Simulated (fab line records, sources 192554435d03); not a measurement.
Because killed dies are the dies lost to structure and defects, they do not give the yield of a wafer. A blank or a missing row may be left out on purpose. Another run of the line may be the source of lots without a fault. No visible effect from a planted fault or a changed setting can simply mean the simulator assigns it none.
What tool caused it? / flow n5 finfet / 32 wafers from 11 lots sampled at 2 of the route's 1938 steps

## WHAT THE GAUGES READ, wafer by wafer
N5_PASSIVATION_OVL_MEAS_60. Usual: TV_OVL 2 nm, standard deviation 5.4.
lot=L794; measured=day 12 21:16; on=overlay-02; TV_OVL (nm)=-17 -7 -9; flag=
lot=L795; measured=day 13 12:32; on=overlay-02; TV_OVL (nm)=2 4 3; flag=
lot=L796; measured=day 14 00:55; on=overlay-01; TV_OVL (nm)=-4 -2 -5; flag=
lot=L800; measured=day 15 11:16; on=overlay-01; TV_OVL (nm)=12 5 3; flag=
lot=L802; measured=day 15 13:31; on=overlay-02; TV_OVL (nm)=7 6 6; flag=
lot=L804; measured=day 16 02:06; on=overlay-02; TV_OVL (nm)=4 4 6; flag=
lot=L808; measured=day 16 18:16; on=overlay-02; TV_OVL (nm)=11 2; flag=
lot=L809; measured=day 16 21:16; on=overlay-01; TV_OVL (nm)=4 -5 4; flag=
lot=L811; measured=day 17 12:05; on=overlay-02; TV_OVL (nm)=6 3 6; flag=
lot=L813; measured=day 18 09:07; on=overlay-02; TV_OVL (nm)=1 1 5; flag=
lot=L814; measured=day 18 12:14; on=overlay-02; TV_OVL (nm)=9 7 -2; flag=

## WHICH TOOL RAN EACH LOT (tool, then ch and the chambers of the sampled wafers, then the start)
lot=L794; N5_PASSIVATION_PECVD_55=pecvd-03 ch 0,1, day 12 19:12
lot=L795; N5_PASSIVATION_PECVD_55=pecvd-02 ch 0,1,2, day 13 11:59
lot=L796; N5_PASSIVATION_PECVD_55=pecvd-02 ch 0,2, day 14 00:02
lot=L800; N5_PASSIVATION_PECVD_55=pecvd-03 ch 0,1,2, day 15 10:31
lot=L802; N5_PASSIVATION_PECVD_55=pecvd-01 ch 1,2, day 15 10:45
lot=L804; N5_PASSIVATION_PECVD_55=pecvd-02 ch 0,1,2, day 15 22:49
lot=L808; N5_PASSIVATION_PECVD_55=pecvd-02 ch 0,2, day 16 17:36
lot=L809; N5_PASSIVATION_PECVD_55=pecvd-01 ch 0,1,2, day 16 20:43
lot=L811; N5_PASSIVATION_PECVD_55=pecvd-03 ch 1,2, day 17 11:26
lot=L813; N5_PASSIVATION_PECVD_55=pecvd-01 ch 1,2, day 18 08:41
lot=L814; N5_PASSIVATION_PECVD_55=pecvd-01 ch 0,1, day 18 11:10
- N5_PASSIVATION_PECVD_55: deposits SiO2 from SiH4/N2O, target thk 400 nm, time 22.5 s.

## WHAT THE TOOLS THEMSELVES READ (means of the sampled wafers that have a number; where no wafer has one, the mark that the record gives instead)
N5_PASSIVATION_PECVD_55. Usual: chamber pressure Torr 2.700 Torr, standard deviation 0.006; heater power w 629 W, standard deviation 98; showerhead plenum p Torr 8.14 Torr, standard deviation 0.08; throttle valve pct 51 %, standard deviation 3.
lot=L794; tool=pecvd-03; chamber pressure Torr (Torr)=2.702; heater power w (W)=503; showerhead plenum p Torr (Torr)=8.18; throttle valve pct (%)=51; flag=
lot=L795; tool=pecvd-02; chamber pressure Torr (Torr)=2.703; heater power w (W)=563; showerhead plenum p Torr (Torr)=8.13; throttle valve pct (%)=53; flag=
lot=L796; tool=pecvd-02; chamber pressure Torr (Torr)=2.698; heater power w (W)=665; showerhead plenum p Torr (Torr)=8.16; throttle valve pct (%)=50; flag=
lot=L800; tool=pecvd-03; chamber pressure Torr (Torr)=2.698; heater power w (W)=571; showerhead plenum p Torr (Torr)=8.12; throttle valve pct (%)=50; flag=
lot=L802; tool=pecvd-01; chamber pressure Torr (Torr)=2.705; heater power w (W)=742; showerhead plenum p Torr (Torr)=8.24; throttle valve pct (%)=50; flag=
lot=L804; tool=pecvd-02; chamber pressure Torr (Torr)=2.695; heater power w (W)=649; showerhead plenum p Torr (Torr)=8.13; throttle valve pct (%)=53; flag=
lot=L808; tool=pecvd-02; chamber pressure Torr (Torr)=2.702; heater power w (W)=575; showerhead plenum p Torr (Torr)=8.16; throttle valve pct (%)=52; flag=
lot=L809; tool=pecvd-01; chamber pressure Torr (Torr)=2.699; heater power w (W)=720; showerhead plenum p Torr (Torr)=8.16; throttle valve pct (%)=51; flag=
lot=L811; tool=pecvd-03; chamber pressure Torr (Torr)=2.701; heater power w (W)=645; showerhead plenum p Torr (Torr)=8.07; throttle valve pct (%)=49; flag=
lot=L813; tool=pecvd-01; chamber pressure Torr (Torr)=2.699; heater power w (W)=805; showerhead plenum p Torr (Torr)=8.15; throttle valve pct (%)=51; flag=
lot=L814; tool=pecvd-01; chamber pressure Torr (Torr)=2.702; heater power w (W)=787; showerhead plenum p Torr (Torr)=8.11; throttle valve pct (%)=51; flag=

## THE ANSWER, worked out from the rows above alone
Rule: a lot is off if the mean of its wafers that have a number lies more than 3 standard deviations from the usual mean. Also off: a lot with no number at a reading for which 4 or more lots have one. Where the step has rows for the other lots, those lots are counted as sound. The gauges are gone through in route order, then the tools' own readings, and for those a lot's mean is taken as printed above. At the first step where some lot is off, the reading lying furthest off is the one used; lots without a number count as furthest.
Across all readings shown, no lot is off: no conclusion can be drawn from this.

## WHAT THE SIMULATOR HAD INSERTED
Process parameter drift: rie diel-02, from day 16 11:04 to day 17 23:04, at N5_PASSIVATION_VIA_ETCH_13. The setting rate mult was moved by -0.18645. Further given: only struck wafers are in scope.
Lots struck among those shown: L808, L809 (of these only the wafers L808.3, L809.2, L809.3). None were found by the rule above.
